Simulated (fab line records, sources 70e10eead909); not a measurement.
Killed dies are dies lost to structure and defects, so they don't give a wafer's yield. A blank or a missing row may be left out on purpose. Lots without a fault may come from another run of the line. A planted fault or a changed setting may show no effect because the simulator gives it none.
One fault seen from 2 desks | flow nand_harc | each desk has only its own numbers; what lay behind them comes last

THE DEFECT DESK
What the inspections along the route counted, lot by lot: means of the sampled wafers that have a number. A lot is out of limits, marked OUT, if its mean lies more than 4 standard deviations from the usual mean; the brackets give that distance.
Columns: A = raw_defect_count at NHARC_A_ONON_D1_INSPECT_32, usual 77
lot  | first seen here | A
L141 | day 7 20:49     | 72
L140 | day 7 20:58     | 75
L143 | day 8 20:05     | 46
L145 | day 9 11:32     | 56
L149 | day 10 09:10    | 61
L153 | day 11 10:53    | 91
L155 | day 11 23:27    | 80
L156 | day 12 07:13    | 97
L158 | day 12 15:54    | 46
L159 | day 12 16:01    | 53
L161 | day 13 04:56    | 123
L162 | day 13 05:11    | 96
L163 | day 13 21:19    | 39
This desk's finding: nothing out of limits on any of the 13 lots.

THE METROLOGY DESK
What the gauges read, lot by lot, whatever tool the lot ran on: means of the sampled wafers that have a number. A lot is out of limits, marked OUT, if its mean lies more than 4 standard deviations from the usual mean; the brackets give that distance.
Columns: A = thk_nm at NHARC_A_ONON_D1_THK_MEAS_21, usual 999 nm
lot  | first seen here | A
L141 | day 7 18:35     | 999
L140 | day 7 18:43     | 997
L143 | day 8 17:42     | 991
L145 | day 9 09:10     | 983
L149 | day 10 06:54    | 886 (-12) OUT
L153 | day 11 08:26    | 1012
L155 | day 11 21:11    | 997
L156 | day 12 04:40    | 1010
L158 | day 12 13:40    | 1003
L159 | day 12 13:40    | 1009
L161 | day 13 02:40    | 997
L162 | day 13 02:42    | 979
L163 | day 13 18:55    | 1002
This desk's finding: out of limits on L149; first on L149, day 10 06:54 (thk_nm at NHARC_A_ONON_D1_THK_MEAS_21). In limits: L141, L140, L143, L145, L153, L155, L156, L158, L159, L161, L162, L163.

PUT TOGETHER
The metrology desk could have raised an alarm at day 10 06:54, on L149.
The defect desk saw nothing out of limits.
The defect desk has L149 on record, within its limits.
Of the lots named, all ran NHARC_A_ONON_D1_DEP_19 on pecvd_onon-03.

WHAT THE SIMULATOR HAD PUT IN
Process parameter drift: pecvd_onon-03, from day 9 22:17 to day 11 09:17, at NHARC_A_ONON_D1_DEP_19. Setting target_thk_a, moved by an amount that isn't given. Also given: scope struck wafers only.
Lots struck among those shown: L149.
Hours from the fault's start to each desk's first reading out of limits: the metrology desk, 9.
